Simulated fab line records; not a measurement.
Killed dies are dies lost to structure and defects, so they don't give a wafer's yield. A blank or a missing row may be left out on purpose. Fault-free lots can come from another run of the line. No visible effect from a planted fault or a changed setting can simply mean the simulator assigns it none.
fab line records	flow nand-harc
[record] lots = 6	wafers = 18	last-day = 24
route steps=1159 shown A_CHANNEL_HOLE_D1@480 A_CHANNEL_FILL_D1@490 A_STAIRCASE@519 END@1158
lots with no fault: from the same line, run without faults
start-h: hours from the record's opening day to when the first of the lot's shown wafers began	wait-h: hours since the lot's step before	" identical to the entry in the row above	L1.1+2: one row covering several wafers at once	- no value present, or no start provided	* or withheld: withheld	< > ~ a bound
route shown NAME@n: a module of which the file shows steps, and the number in the route of the first	usual: mean/standard deviation taken from wafers without a fault	same: alike in all rows	chamber/n: place in a boat	sites: each site's reading	_std_site: the standard deviation of these	_edge_site: mean of outer sites minus mean of inner sites	radius-mm: for every site, how far away it sits from the centre of the wafer	mask NAME#n: copy n	behind: the most recent tool/chamber to have shaped the wafer	hold: why the lot was held/for how many hours/how that ended	device: the transistor (n, p or np) that didn't switch	end of line: at the end of the route, the tests of the same wafers	for a step that has no rows: nothing shown but its recipe	killed: dies that structure and defects cost at the first sort, which is not the same as the wafer's yield	map: shows each die of a wafer: x if killed, . if not, _ if none is there
set.NAME: the setting as run; set.NAME@STEP: as run at that earlier step	model.NAME: the simulator's own value behind a step, which no gauge read
lots at selected steps of the route; one table per step, one row per wafer
services: when a tool's chamber went out of use (start-h, in hours from the record's first day, below 0 if earlier), for how many hours, and the reason
[[steps]]
[step NHARC_A_CHANNEL_HOLE_D1_STRIP_41]
[recipe] n2-flow-sccm = 150	h2-flow-sccm = 150	ar-flow-sccm = 0	bias-w = 0	chemistry = N2/H2
[step NHARC_A_CHANNEL_HOLE_D1_STRIP_42]
[recipe] cf4-flow-sccm = 100	chf3-flow-sccm = 30	ar-flow-sccm = 0	bias-w = 0	chemistry = CF4/CHF3
[step NHARC_A_CHANNEL_HOLE_D1_STRIP_43]
[recipe] o2-flow-sccm = 400	cos-flow-sccm = 20	ar-flow-sccm = 0	bias-w = 0	chemistry = O2/COS
[step NHARC_A_CHANNEL_HOLE_D1_ETCH_44]
[recipe] target-depth-a = 1400	overetch-a = 140	time-s = 77	ion-energy-ev = 100	cf4-flow-sccm = 80	o2-flow-sccm = 20	ar-flow-sccm = 0	rf-w = 300	bias-w = 100	chemistry = CF4/O2
[step NHARC_A_CHANNEL_HOLE_D1_STRIP_27]
[recipe] o2-flow-sccm = 500	ar-flow-sccm = 0	bias-w = 0	chemistry = O2
[usual] chamber-pressure-mTorr = 60.00/0.053	drypump-motor-current-A = 5.7/0.41	oes-product-au = 0.994/0.013	rf-vpp-V = 57.9/0.79	showerhead-plenum-p-Torr = 3.57/0.09	throttle-valve-pct = 17.036/0.0091
lot.wafer	tool	chamber	start-h	wait-h	chamber-pressure-mTorr	drypump-motor-current-A	oes-product-au	rf-hours-counter-h	rf-vpp-V	showerhead-plenum-p-Torr	throttle-valve-pct
L474.2	rie-diel-10	3	-	-	60.05	6.1	1.002	1	57.7	3.67	17.042
L474.5	"	1	"	"	60.01	6.5	0.984	-	58.9	3.47	17.027
L474.4	"	3	"	"	60.08	6.1	1.007	-	58.5	3.67	17.044
L479.2	rie-diel-08	2	-	-	60.06	5.8	0.990	7	58.2	3.53	17.039
L479.4	"	3	"	"	60.00	5.0	1.015	6	58.9	3.69	17.048
L479.6	"	2	"	"	60.07	5.8	0.975	-	56.4	3.53	17.045
L480.1	rie-diel-08	1	-	-	59.98	5.7	0.988	7	58.0	3.49	17.026
L480.4	"	3	"	"	60.04	5.0	1.016	6	59.1	3.69	17.055
L480.5	"	1	"	"	60.01	5.8	0.992	-	57.1	3.49	17.036
L489.4	rie-diel-08	2	-	-	60.05	5.8	0.997	9	57.1	3.53	17.041
L489.2	"	3	"	"	60.10	5.0	1.002	8	56.5	3.69	17.063
L489.5	"	0	"	"	60.11	5.1	0.982	-	58.5	3.60	17.037
L493.4	rie-diel-02	0	-	-	59.99	5.5	1.000	10	58.0	3.55	17.047
L493.3	"	3	"	"	59.96	6.0	1.007	11	56.1	3.45	17.043
L493.6	"	0	"	"	59.95	5.5	1.001	-	56.5	3.55	17.039
L494.2	rie-diel-10	3	-	-	59.95	6.1	0.992	11	57.8	3.66	17.046
L494.4	"	0	"	"	60.05	5.6	0.989	-	56.9	3.53	17.041
L494.5	"	2	"	"	60.09	5.8	1.006	-	58.9	3.35	17.040
[step NHARC_A_CHANNEL_HOLE_D1_PRECLEAN_28]
[recipe] time-s = *	temp-c = 50	bath-age-min = 0	chemistry = SC1
[step NHARC_A_CHANNEL_HOLE_D1_SRD_29]
[step NHARC_A_CHANNEL_HOLE_D1_CD_MEAS_30]
[usual] cd-nm = 89.7/2.1
lot.wafer	tool	chamber	start-h	wait-h	cd-nm
L474.2	cd-sem-02	-	199.46	-	89.7
L474.4	"	-	"	"	87.7
L474.5	"	-	"	"	91.2
L479.2	cd-sem-01	-	226.76	-	90.7
L479.4	"	-	"	"	91.1
L479.6	"	-	"	"	91.0
L480.1	cd-sem-02	-	230.94	-	86.9
L480.4	"	-	"	"	92.6
L480.5	"	-	"	"	91.8
L489.2	cd-sem-03	-	274.70	-	90.8
L489.4	"	-	"	"	90.0
L489.5	"	-	"	"	94.0
L493.3	cd-sem-03	-	300.67	-	90.5
L493.4	"	-	"	"	90.3
L493.6	"	-	"	"	88.7
L494.2	cd-sem-03	-	301.01	-	90.3
L494.4	"	-	"	"	88.0
L494.5	"	-	"	"	91.6
[step NHARC_A_CHANNEL_HOLE_D1_XSEM_31]
[recipe] landing-energy-ev = 35000
[step NHARC_A_CHANNEL_HOLE_D1_INSPECT_40]
[usual] raw-defect-count = 61/16
lot.wafer	tool	chamber	start-h	wait-h	raw-defect-count
L474.2	defect-inspect-02	-	199.65	-	37
L474.4	"	-	"	"	54
L474.5	"	-	"	"	44
L479.2	defect-inspect-02	-	226.96	-	81
L479.4	"	-	"	"	46
L479.6	"	-	"	"	70
L480.1	defect-inspect-01	-	231.14	-	57
L480.4	"	-	"	"	58
L480.5	"	-	"	"	40
L489.2	defect-inspect-01	-	274.89	-	43
L489.4	"	-	"	"	54
L489.5	"	-	"	"	48
L493.3	defect-inspect-02	-	300.85	-	63
L493.4	"	-	"	"	42
L493.6	"	-	"	"	41
L494.2	defect-inspect-01	-	301.20	-	77
L494.4	"	-	"	"	95
L494.5	"	-	"	"	65
[step NHARC_A_CHANNEL_FILL_D1_PRECLEAN_00]
[recipe] time-s = *	temp-c = 50	bath-age-min = 0	chemistry = SC1
[step NHARC_A_CHANNEL_FILL_D1_SRD_01]
[step NHARC_A_CHANNEL_FILL_D1_ALD_02]
[recipe] target-thk-a = 60	pulse-time-s = 10	ald-cycles = 60	temp-c = 300	material = SiO2
[usual] ald-cycles = 60/0	heater-power-w = 459/40	precursor-pulse-height-rel = 0.997/0.018
lot.wafer	tool	chamber	start-h	wait-h	ald-cycles	heater-power-w	precursor-pulse-height-rel
L474.4	ald-hk-04	0	199.84	-	60	515	0.999
L474.2	"	2	"	"	60	459	0.987
L474.5	"	1	"	"	60	492	0.997
L479.2	ald-hk-04	1	227.92	-	31	494	0.952
L479.4	"	0	"	"	31	515	0.991
L479.6	"	1	"	"	31	491	0.981
L480.1	ald-hk-04	0	231.48	-	31	511	0.984
L480.4	"	1	"	"	31	476	1.014
L480.5	"	0	"	"	31	516	0.979
L489.4	ald-hk-01	3	277.79	-	60	417	0.999
L489.2	"	1	"	"	60	418	1.006
L489.5	"	0	"	"	60	466	0.995
L493.4	ald-hk-01	1	301.12	-	60	426	1.003
L493.3	"	2	"	"	60	504	0.984
L493.6	"	0	"	"	60	473	1.015
L494.2	ald-hk-01	3	301.62	-	60	430	0.962
L494.4	"	0	"	"	60	467	0.997
L494.5	"	2	"	"	60	510	0.988
[step NHARC_A_CHANNEL_FILL_D1_ALD_03]
[recipe] target-thk-a = 60	pulse-time-s = 60	ald-cycles = 58	temp-c = 630	pressure-torr = 2	material = SiNx
[step NHARC_A_CHANNEL_FILL_D1_ALD_14]
[recipe] target-thk-a = 25	pulse-time-s = 10	ald-cycles = 25	temp-c = 300	material = SiO2
[usual] ald-cycles = 25/0	heater-power-w = 462/41	precursor-pulse-height-rel = 1.001/0.019
lot.wafer	tool	chamber	start-h	wait-h	ald-cycles	heater-power-w	precursor-pulse-height-rel
L474.2	ald-hk-01	3	206.90	0.1	25	469	0.994
L474.4	"	0	"	"	25	473	0.960
L474.5	"	2	"	"	25	490	1.008
L479.4	ald-hk-03	2	237.11	2.2	25	457	0.990
L479.2	"	3	"	"	25	469	1.010
L479.6	"	2	"	"	25	453	0.976
L480.4	ald-hk-01	1	238.72	0.0	25	424	0.990
L480.1	"	2	"	"	25	505	1.021
L480.5	"	1	"	"	25	421	0.996
L489.4	ald-hk-03	3	284.84	0.1	25	469	0.984
L489.2	"	1	"	"	25	519	1.005
L489.5	"	2	"	"	25	457	0.997
L494.4	ald-hk-03	3	308.10	0.0	25	486	1.022
L494.2	"	0	"	"	25	442	1.019
L494.5	"	3	"	"	25	475	1.011
L493.4	ald-hk-04	3	308.11	0.0	25	380	1.019
L493.3	"	2	"	"	25	437	1.000
L493.6	"	3	"	"	25	380	1.017
[step NHARC_A_CHANNEL_FILL_D1_ALD_15]
[recipe] target-thk-a = 20	pulse-time-s = 60	ald-cycles = 19	temp-c = 630	pressure-torr = 2	material = SiNx
[step NHARC_A_CHANNEL_FILL_D1_ALD_16]
[recipe] target-thk-a = 15	pulse-time-s = 10	ald-cycles = 15	temp-c = 300	material = SiO2
[step NHARC_A_CHANNEL_FILL_D1_ANNEAL_17]
[recipe] temp-c = 850	time-s = 1800
[step NHARC_A_CHANNEL_FILL_D1_CVD_18]
[recipe] target-thk-a = 30	temp-c = 550	material = poly-Si
[step NHARC_A_CHANNEL_FILL_D1_ETCHBACK_19]
[recipe] target-depth-a = 50	time-s = 1.7	hbr-flow-sccm = 150	cl2-flow-sccm = 50	rf-w = 400	icp-w = 400	bias-w = 100	chemistry = HBr/Cl2
[step NHARC_A_CHANNEL_FILL_D1_ETCHBACK_20]
[recipe] target-depth-a = 270	time-s = 13.5	c4f8-flow-sccm = withheld	o2-flow-sccm = 8	ar-flow-sccm = withheld	rf-w = 600	bias-w = 1500	chemistry = C4F8/O2/Ar
[step NHARC_A_CHANNEL_FILL_D1_STRIP_28]
[recipe] time-s = 20	o2-flow-sccm = 500	ar-flow-sccm = 0	bias-w = 0	chemistry = O2
[step NHARC_A_CHANNEL_FILL_D1_PRECLEAN_21]
[recipe] time-s = 30	chemistry = dHF
[step NHARC_A_CHANNEL_FILL_D1_SRD_23]
[step NHARC_A_CHANNEL_FILL_D1_CVD_05]
[recipe] target-thk-a = 50	temp-c = 550	material = poly-Si
[step NHARC_A_CHANNEL_FILL_D1_ANNEAL_22]
[recipe] temp-c = 620	time-s = 7200
[step NHARC_A_CHANNEL_FILL_D1_THK_MEAS_06]
[recipe] thk-meas-gauge = ellipsometry
[usual] thk-nm = 4.9/0.96
lot.wafer	tool	chamber	start-h	wait-h	thk-nm
L474.2	film-metro-02	-	239.46	0.4	2.5
L474.4	"	-	"	"	3.8
L474.5	"	-	"	"	4.9
L480.1	film-metro-01	-	267.93	0.4	5.3
L480.4	"	-	"	"	5.6
L480.5	"	-	"	"	4.8
L479.2	film-metro-02	-	267.96	0.4	3.7
L479.4	"	-	"	"	5.0
L479.6	"	-	"	"	5.8
L489.2	film-metro-02	-	313.84	0.4	4.4
L489.4	"	-	"	"	3.8
L489.5	"	-	"	"	5.1
L494.2	film-metro-02	-	338.36	0.4	5.2
L494.4	"	-	"	"	4.9
L494.5	"	-	"	"	5.5
L493.3	film-metro-01	-	338.37	0.4	3.3
L493.4	"	-	"	"	3.4
L493.6	"	-	"	"	6.9
[step NHARC_A_CHANNEL_FILL_D1_ALD_25]
[recipe] target-thk-a = 600	pulse-time-s = 10	ald-cycles = 600	temp-c = 300	material = SiOx
[usual] ald-cycles = 600/0	heater-power-w = 463/41	precursor-pulse-height-rel = 0.999/0.02
lot.wafer	tool	chamber	start-h	wait-h	ald-cycles	heater-power-w	precursor-pulse-height-rel
L474.4	ald-hk-03	1	240.87	1.4	600	520	0.984
L474.2	"	2	"	"	600	452	1.015
L474.5	"	1	243.35	3.9	600	512	0.984
L480.4	ald-hk-01	0	272.94	5.0	600	466	0.986
L480.1	"	1	274.15	6.2	600	419	0.999
L480.5	"	2	275.37	7.4	600	508	0.992
L479.2	ald-hk-03	1	274.21	6.2	600	509	1.030
L479.4	"	0	276.05	8.1	600	440	1.000
L479.6	"	1	"	"	600	531	1.022
L489.2	ald-hk-04	3	316.77	2.9	600	376	0.992
L489.4	"	0	"	"	600	515	1.000
L489.5	"	2	318.61	4.8	600	449	0.995
L493.3	ald-hk-01	1	338.44	0.1	600	437	1.008
L493.4	"	0	340.26	1.9	600	459	0.971
L493.6	"	1	"	"	600	420	1.006
L494.4	ald-hk-03	0	339.64	1.3	600	404	1.020
L494.2	"	1	"	"	600	510	1.013
L494.5	"	2	"	"	600	416	0.963
[step NHARC_A_CHANNEL_FILL_D1_ETCHBACK_08]
[recipe] target-depth-a = 2200	time-s = 110	c4f8-flow-sccm = 20	ar-flow-sccm = withheld	rf-w = 600	bias-w = 300	chemistry = C4F8
[usual] chamber-pressure-mTorr = 25.004/0.024	oes-product-au = 0.96/0.038	rf-vpp-V = 440.7/2.8
lot.wafer	tool	chamber	start-h	wait-h	chamber-pressure-mTorr	oes-product-au	rf-hours-counter-h	rf-vpp-V
L474.2	rie-diel-09	2	-	-	25.007	0.92	7	438.0
L474.4	"	3	"	"	24.976	0.93	-	438.6
L474.5	"	1	"	"	25.000	0.93	-	436.0
L480.1	rie-diel-06	2	-	-	24.999	0.93	1	443.0
L480.4	"	3	"	"	25.010	0.93	1	445.9
L480.5	"	1	"	"	24.990	0.93	-	441.4
L479.2	rie-diel-09	2	-	-	24.988	1.02	0	438.9
L479.4	"	3	"	"	25.034	1.01	1	437.5
L479.6	"	1	"	"	24.936	1.03	-	434.9
L489.2	rie-diel-06	0	-	-	25.016	0.99	2	443.3
L489.4	"	1	"	"	25.037	0.99	2	439.0
L489.5	"	2	"	"	24.995	1.01	-	440.9
L493.4	rie-diel-09	3	-	-	25.035	0.93	3	438.5
L493.3	"	2	"	"	24.984	0.93	3	437.4
L493.6	"	3	"	"	25.038	0.94	-	439.9
L494.2	rie-diel-06	2	-	-	24.992	1.01	2	444.0
L494.4	"	3	"	"	25.001	1.00	2	445.7
L494.5	"	0	"	"	25.005	0.98	-	441.7
[step NHARC_A_CHANNEL_FILL_D1_STRIP_29]
[recipe] time-s = 20	o2-flow-sccm = 500	ar-flow-sccm = 0	bias-w = 0	chemistry = O2
[step NHARC_A_CHANNEL_FILL_D1_PRECLEAN_30]
[recipe] time-s = 30	chemistry = dHF
[step NHARC_A_CHANNEL_FILL_D1_SRD_31]
[step NHARC_A_CHANNEL_FILL_D1_CVD_09]
[recipe] target-thk-a = 1500	temp-c = 620	pressure-mtorr = 200	time-s = 3000	material = poly-Si
[step NHARC_A_CHANNEL_FILL_D1_CMP_10]
[recipe] target-thk-nm = 150
[usual] motor-current-A = 12.4/1.4	pad-life-wafers = 264/150	time-to-endpoint-s = 14.6/2.9
lot.wafer	tool	chamber	start-h	wait-h	motor-current-A	pad-life-wafers	time-to-endpoint-s
L474.2	cmp-04	3	251.96	0.4	11.0	272	12.1
L474.4	"	0	"	"	13.1	273	18.3
L474.5	"	2	"	"	11.7	-	13.4
L479.2	cmp-03	3	285.37	0.4	12.0	90	13.3
L479.4	"	0	"	"	11.7	91	16.0
L479.6	"	3	"	"	11.6	-	13.0
L480.1	cmp-04	3	285.42	0.4	10.6	500	13.3
L480.4	"	0	"	"	13.3	501	19.7
L480.5	"	2	"	"	12.4	-	12.0
L489.4	cmp-03	1	325.37	0.5	14.4	337	10.3
L489.2	"	3	"	"	12.6	339	13.6
L489.5	"	0	"	"	11.3	-	17.1
L493.3	cmp-03	2	349.58	0.4	13.6	450	15.6
L493.4	"	1	"	"	15.1	453	11.8
L493.6	"	2	"	"	13.8	-	16.5
L494.2	cmp-04	2	349.62	0.4	12.6	259	6.8
L494.4	"	3	"	"	10.3	260	8.4
L494.5	"	1	"	"	10.6	-	13.6
[step NHARC_A_CHANNEL_FILL_D1_SRD_12]
[step NHARC_A_CHANNEL_FILL_D1_RTA_24]
[recipe] temp-c = 1000	time-s = 5
[step NHARC_A_CHANNEL_FILL_D1_INSPECT_13]
[usual] raw-defect-count = 284/110
lot.wafer	tool	chamber	start-h	wait-h	raw-defect-count
L474.2	defect-inspect-02	-	252.54	0.1	238
L474.4	"	-	"	"	283
L474.5	"	-	"	"	173
L480.1	defect-inspect-01	-	285.99	0.2	276
L480.4	"	-	"	"	151
L480.5	"	-	"	"	185
L479.2	defect-inspect-02	-	285.99	0.1	214
L479.4	"	-	"	"	248
L479.6	"	-	"	"	217
L489.2	defect-inspect-02	-	326.17	0.1	205
L489.4	"	-	"	"	217
L489.5	"	-	"	"	321
L493.3	defect-inspect-01	-	350.19	0.1	265
L493.4	"	-	"	"	205
L493.6	"	-	"	"	274
L494.2	defect-inspect-01	-	350.36	0.1	290
L494.4	"	-	"	"	303
L494.5	"	-	"	"	254
[step NHARC_A_STAIRCASE_DEP_156]
[recipe] target-thk-a = 500	temp-c = 400	target-thk-nm = 50	flow-sccm = 200	rf-w = 450	material = SiNx
[step NHARC_A_STAIRCASE_DEHYDRATE_158]
[recipe] temp-c = 150	time-s = 120
[step NHARC_A_STAIRCASE_HMDS_159]
[recipe] time-s = 30
[step NHARC_END_WLT_00]
[usual] VT_DECK1_BOTTOM = 0.867/0.008	VT_DECK1_BOTTOM_INNER = 0.868/0.0077	VT_DECK1_MEDIAN_NEAR_BOTTOM = 0.868/0.0081	VT_DECK1_MEDIAN_NEAR_BOTTOM_INNER = 0.868/0.008	VT_DECK1_MIDDLE = 0.881/0.0064	VT_DECK1_MIDDLE_INNER = 0.881/0.0066	VT_DECK1_TOP = 0.892/0.0067	VT_DECK1_TOP_INNER = 0.892/0.0072
lot.wafer	tool	chamber	start-h	wait-h	VT_DECK1_BOTTOM	VT_DECK1_BOTTOM_INNER	VT_DECK1_MEDIAN_NEAR_BOTTOM	VT_DECK1_MEDIAN_NEAR_BOTTOM_INNER	VT_DECK1_MIDDLE	VT_DECK1_MIDDLE_INNER	VT_DECK1_TOP	VT_DECK1_TOP_INNER
L474.2	prober-01	-	454.06	7.7	0.860	0.855	0.864	0.863	0.869	0.869	0.884	0.891
L474.4	"	-	455.06	8.7	0.862	0.859	0.857	0.865	0.870	0.873	0.888	0.882
L474.5	"	-	"	"	0.866	0.864	0.862	0.868	0.876	0.876	0.887	0.892
L480.1	prober-02	-	489.50	0.1	0.811	0.815	0.816	0.812	0.829	0.821	0.835	0.834
L480.4	"	-	491.02	1.6	0.832	0.826	0.819	0.823	0.828	0.829	0.841	0.837
L480.5	"	-	"	"	0.823	0.824	0.826	0.822	0.837	0.830	0.831	0.834
L479.2	prober-02	-	502.78	0.6	0.837	0.828	0.834	0.840	0.839	0.837	0.846	0.854
L479.4	"	-	"	"	0.833	0.835	0.838	0.834	0.838	0.843	0.846	0.853
L479.6	"	-	504.77	2.5	0.836	0.830	0.830	0.830	0.840	0.845	0.845	0.847
L489.2	prober-02	-	545.32	0.6	0.864	0.863	0.864	0.860	0.877	0.874	0.887	0.877
L489.4	"	-	546.32	1.6	0.866	0.864	0.860	0.859	0.864	0.880	0.880	0.877
L489.5	"	-	"	"	0.875	0.873	0.873	0.874	0.887	0.882	0.886	0.886
L493.3	prober-01	-	560.86	1.8	0.866	0.864	0.860	0.858	0.877	0.869	0.889	0.885
L493.4	"	-	"	"	0.858	0.866	0.862	0.864	0.880	0.878	0.882	0.899
L493.6	"	-	"	"	0.867	0.867	0.858	0.863	0.876	0.874	0.885	0.893
L494.2	prober-02	-	560.95	1.9	0.868	0.870	0.876	0.874	0.885	0.880	0.888	0.885
L494.4	"	-	"	"	0.859	0.866	0.867	0.865	0.874	0.878	0.890	0.890
L494.5	"	-	"	"	0.873	0.872	0.876	0.876	0.871	0.883	0.887	0.895
[step NHARC_END_SORT_01]
[recipe] temp-c = 25
[usual] killed-at-array = 28/10	killed-at-other = 0.6/1.1	killed-at-periphery = 3.6/2.6	killed-dies = 32/10	killed-open = 3.3/1.8	killed-short = 1.9/1.4
[same] gross-dies = 677
lot.wafer	tool	chamber	start-h	wait-h	killed-at-array	killed-at-other	killed-at-periphery	killed-dies	killed-open	killed-short
L480.1	prober-02	0	492.54	2.5	31	0	4	35	4	0
L480.4	prober-02	0	494.94	3.4	26	0	6	32	4	1
L480.5	prober-02	0	495.74	3.7	23	0	1	24	0	1
L489.2	prober-02	0	548.62	2.8	21	0	6	27	5	4
L489.4	prober-02	0	550.22	3.4	18	0	6	24	4	2
L489.5	prober-02	0	551.02	3.7	28	0	3	31	4	3
// killed by level:class
L480.1 A_CHANNEL_HOLE_D1:chamber-film-flake=21 A_CHANNEL_FILL_D1:chamber-film-flake=3 A_CONTACT:chamber-film-flake=3 A_CHANNEL_FILL_D1:geometric-particle:open=2 P_M1:chamber-film-flake=2 P_M2:geometric-particle:open=1 A_SLIT:geometric-particle:open=1 P_GATE:chamber-film-flake=1
L480.4 A_CHANNEL_HOLE_D1:chamber-film-flake=16 A_CHANNEL_FILL_D1:chamber-film-flake=3 A_CONTACT:geometric-particle:open=2 P_GATE:chamber-film-flake=2 P_M1:chamber-film-flake=2 P_CONTACT:geometric-particle:open=1 A_CHANNEL_HOLE_D1:geometric-particle:open=1 A_SGD_CUT:geometric-particle:short=1
L480.5 A_CHANNEL_HOLE_D1:chamber-film-flake=12 A_CHANNEL_FILL_D1:chamber-film-flake=2 A_STAIRCASE:chamber-film-flake=2 A_WL_FILL:chamber-film-flake=2 A_CONTACT:chamber-film-flake=2 A_ONON_D1:geometric-particle:short=1 P_M1:chamber-film-flake=1 A_ZERO_WELL:chamber-film-flake=1
L489.2 A_CHANNEL_HOLE_D1:chamber-film-flake=8 A_CONTACT:chamber-film-flake=4 A_SGD_CUT:chamber-film-flake=3 P_CONTACT:geometric-particle:open=2 A_CHANNEL_FILL_D1:geometric-particle:short=2 P_STI:geometric-particle:short=1 P_GATE:geometric-particle:open=1 P_M0:geometric-particle:short=1
L489.4 A_CHANNEL_HOLE_D1:chamber-film-flake=7 A_SGD_CUT:chamber-film-flake=4 P_CONTACT:geometric-particle:open=2 P_M0:chamber-film-flake=2 A_WL_FILL:chamber-film-flake=2 P_M0:geometric-particle:short=1 P_M1:geometric-particle:open=1 A_CONTACT:geometric-particle:open=1
L489.5 A_SGD_CUT:chamber-film-flake=8 A_CHANNEL_HOLE_D1:chamber-film-flake=7 A_STAIRCASE:chamber-film-flake=5 A_CONTACT:chamber-film-flake=3 A_ONON_D1:geometric-particle:short=2 P_GATE:geometric-particle:open=1 P_M0:geometric-particle:open=1 A_ONON_D1:geometric-particle:open=1
[[services]]
tool	chamber	start-h	hours	kind
cmp-03	-	176.31	1.0	repair
rie-diel-09	0	176.42	9.6	repair
rie-diel-06	2	182.29	6.3	repair
ald-hk-03	-	185.55	1.2	repair
ald-hk-04	-	186.09	10.0	pm
rie-diel-06	-	187.08	1.7	repair
rie-diel-09	0	189.71	8.1	repair
cmp-03	-	192.61	4.8	repair
cmp-04	-	203.00	4.0	pm
ald-hk-01	-	217.36	0.6	repair
rie-diel-08	-	223.26	0.2	repair
ald-hk-03	-	224.91	1.1	repair
cmp-04	-	232.61	1.9	repair
rie-diel-09	0	236.87	25.4	repair
rie-diel-06	-	241.20	9.0	pm
cmp-03	-	247.34	1.6	repair
cmp-03	-	254.10	4.0	pm
rie-diel-09	-	254.10	9.0	pm
cmp-03	-	264.82	13.2	repair
rie-diel-09	3	281.93	21.8	repair
cmp-04	-	301.00	4.0	pm
rie-diel-08	-	301.80	9.0	pm
ald-hk-03	-	322.00	10.0	pm
cmp-03	-	329.32	2.0	repair
[[key]]
[first-sign] step = NHARC_A_CHANNEL_FILL_D1_ALD_02	reading = ald-cycles	direction = down	sigmas = 99+	usual = 60	struck = 31
[effect] step = NHARC_END_WLT_00	reading = VT_DECK1_TOP	direction = down	sigmas = 7.7	usual = 0.892	struck = 0.841
met-at NHARC_A_CHANNEL_FILL_D1_ALD_02
struck-wafers L479.2,L479.4,L479.6,L480.1,L480.4,L480.5
tester-left-out L479,L480
onset-between 199.84 227.92
[fault] kind = process-parameter-drift	tool = ald-hk-04	chamber = -	onset-h = 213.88	steps = NHARC_A_CHANNEL_FILL_D1_ALD_02	channel = ald-cycles	offset = -29	shape = step	end-h = 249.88	acts-in = these-recipes-only	stated = 60
// tester-left-out: of these lots the tester's yield and bins aren't shown, on N5 and GAA mostly nor the transistor test; their killed dies are dies lost to structure and defects alone, not to doping, threshold or leakage, so they don't give the yield
